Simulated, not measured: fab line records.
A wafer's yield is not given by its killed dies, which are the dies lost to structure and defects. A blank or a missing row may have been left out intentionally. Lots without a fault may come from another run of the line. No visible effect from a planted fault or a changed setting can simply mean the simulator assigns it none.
Lot-split experiment -- flow n5 finfet -- 7 lots, 39 wafers read, on a route of 1938 steps

THE SPLIT
At N5_HKMG_FIN_ETCH_54 (etches SiARC in CF4, target depth 45.5 nm, time 75.8 s), the setting source w was moved away from the recipe's 545 W on 18 of the 39 wafers read, by -16.0% to +12.1%. For the rest of the wafers, this setting stayed at what the recipe calls for.

The split's own step is where the reading is taken.

THE READING
rf vpp V, in V, at N5_HKMG_FIN_ETCH_54 (etches SiARC in CF4, target depth 45.5 nm, time 75.8 s). A value of 184.2 V with a standard deviation of 1.1 V is what fault-free wafers of this fab line usually give.

wafer,"tool, chamber at the split","source w as run, W",against the recipe,"rf vpp V, V",against lot-mates on the recipe
L074.1,"rie diel-06, 1",588.2,+7.9%,178.7,-5.5
L074.2,"rie diel-06, 2",545,recipe,182.1,-
L074.3,"rie diel-06, 0",545,recipe,186.0,-
L074.4,"rie diel-06, 3",545,recipe,184.6,-
L074.5,"rie diel-06, 1",588.2,+7.9%,179.4,-4.8
L074.6,"rie diel-06, 0",588.2,+7.9%,180.5,-3.7
L078.1,"rie diel-06, 0",457.9,-16.0%,196.2,+12.2
L078.2,"rie diel-06, 1",545,recipe,184.0,-
L078.3,"rie diel-06, 2",457.9,-16.0%,193.4,+9.4
L078.4,"rie diel-06, 3",545,recipe,184.5,-
L078.5,"rie diel-06, 2",545,recipe,183.6,-
L078.6,"rie diel-06, 3",457.9,-16.0%,197.3,+13.3
L079.1,"rie diel-05, 0",611,+12.1%,176.9,-7.1
L079.2,"rie diel-05, 2",611,+12.1%,176.5,-7.5
L079.3,"rie diel-05, 1",611,+12.1%,176.5,-7.5
L079.4,"rie diel-05, 3",545,recipe,184.4,-
L079.5,"rie diel-05, 3",545,recipe,183.8,-
L079.6,"rie diel-05, 2",545,recipe,183.9,-
L083.1,"rie diel-02, 1",518.2,-4.9%,189.0,+3.6
L083.2,"rie diel-02, 3",545,recipe,183.6,-
L083.3,"rie diel-02, 2",545,recipe,185.5,-
L083.4,"rie diel-02, 1",518.2,-4.9%,189.8,+4.4
L083.5,"rie diel-02, 2",545,recipe,187.1,-
L083.6,"rie diel-02, 3",518.2,-4.9%,187.7,+2.3
L087.1,"rie diel-05, 2",545,recipe,185.1,-
L087.2,"rie diel-05, 1",593.7,+8.9%,178.3,-5.9
L087.3,"rie diel-05, 0",593.7,+8.9%,178.9,-5.3
L087.4,"rie diel-05, 3",545,recipe,183.6,-
L087.5,"rie diel-05, 1",593.7,+8.9%,176.7,-7.5
L087.6,"rie diel-05, 0",545,recipe,184.0,-
L091.1,"rie diel-06, 3",606.5,+11.3%,178.8,-7.8
L091.2,"rie diel-06, 0",545,recipe,186.1,-
L091.3,"rie diel-06, 1",606.5,+11.3%,177.7,-8.9
L091.4,"rie diel-06, 3",545,recipe,187.3,-
L091.5,"rie diel-06, 0",545,recipe,186.3,-
L091.6,"rie diel-06, 1",606.5,+11.3%,175.1,-11.5
L092.2,"rie diel-05, 1",545,recipe,185.6,-
L092.3,"rie diel-05, 0",545,recipe,182.5,-
L092.6,"rie diel-05, 2",545,recipe,185.2,-

FIT RESULTS
A straight line over all 39 wafers: rf vpp V changes by -0.689 V for each +1% of source w; r = -0.97; the points scatter about the line by 1.3 V.
The same after taking each lot's own level away (the mean of its wafers on the recipe; 39 wafers): -0.707 V for each +1%; r = -0.97; scatter 1.2 V.
That fit puts the effect of the largest move of source w on the reading at 11 V.
Measured against the standard deviation above, the lots' own levels, which go from 184.03 to 186.57 V, span 2.3 times it.
Hence the lot-to-lot level has little effect on the slope; both slopes agree.
Check: +11.2 V against its lot-mates is what the line predicts for one of the wafers moved furthest among these (-16.0%) when that wafer is left out of the fit. It came out at +12.2 V against them.
Tool readings at the split's step, against how far the setting was moved: etch rf on time s r = -0.93; rf vpp V r = -0.97.

OTHER SPLITS APPLIED TO THESE WAFERS
Before the reading, these wafers also passed through other splits. Each is held against what the fit with the lots' levels taken away leaves over:
other split on the same wafers,wafers away from the commonest value,r with rf vpp V (lot level and that fit taken away)
N5_FIN_SAQP_EXPOSE_13 dose mj,12,-0.19
N5_FIN_CUT_CUT_ETCH_26 target depth a,12,+0.26
N5_DUMMY_GATE_ETCH_32 time s,12,+0.11

THE WHOLE CHAIN: every reading that the file lists as answering this split, in the file's order
step,what it does,reading,change (the file's fit),r (the file's)
N5_HKMG_FIN_ETCH_54,"etches SiARC in CF4, target depth 45.5 nm, time 75.8 s",etch rf on time s,withheld for each +1% of the setting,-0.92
N5_HKMG_FIN_ETCH_54,"etches SiARC in CF4, target depth 45.5 nm, time 75.8 s",rf vpp V,-0.706 V for each +1% of the setting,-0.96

THE FILE'S OWN FIT
rf vpp V changes by -0.706 V for each +1% of source w, r = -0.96.
